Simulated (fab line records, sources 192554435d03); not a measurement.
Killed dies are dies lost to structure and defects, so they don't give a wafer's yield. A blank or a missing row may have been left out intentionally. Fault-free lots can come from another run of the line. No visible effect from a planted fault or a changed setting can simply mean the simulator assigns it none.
Chamber matching	flow n5-finfet	N5_BEOL_M5_DESCUM_33 on rie-diel-03: 4 sister chambers
The step chemistry O2, time 7 s. 7 wafers are shown with their chamber, then 8 later ones without.

## EACH WAFER AND ITS CHAMBER
wafer	chamber	throttle-valve-pct (%)	showerhead-plenum-p-Torr (Torr)
L076.5	2	20.93	2.09
L076.6	3	20.72	2.07
L081.1	0	20.27	2.07
L083.1	0	20.31	2.06
L083.3	2	20.95	2.08
L083.5	1	20.18	1.91
L088.1	1	20.18	1.91

## WAFERS MISSING THEIR CHAMBER
wafer	throttle-valve-pct (%)	showerhead-plenum-p-Torr (Torr)
L088.2	20.30	2.06
L088.5	20.29	2.06
L087.1	20.19	1.91
L087.5	20.18	1.91
L087.6	20.30	2.06
L096.1	20.42	2.06
L096.2	20.20	1.91
L096.3	20.99	2.07

## EACH ONE'S CHAMBER
wafer	from the rows above	in truth
L088.2	0	0
L088.5	0	0
L087.1	1	1
L087.5	1	1
L087.6	0	0
L096.1	0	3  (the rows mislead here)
L096.2	1	1
L096.3	2	2
Correctly placed: 7 of 8. From these rows, 0 cannot be placed. Wrongly placed: 1.
How it was worked out, from the rows above alone: a wafer's distance from a chamber is the root of the sum, over the readings, of the square of ((its reading less the chamber's mean) divided by the reading's scatter). The wafer belongs to the nearest chamber; if the next one is less than 2 further off, it can't be placed. The mean given for a chamber averages the wafers shown for that chamber. The scatter: take each reading less its chamber's mean, square it, sum over the shown wafers, divide by the number of wafers less the number of chambers, and take the root.
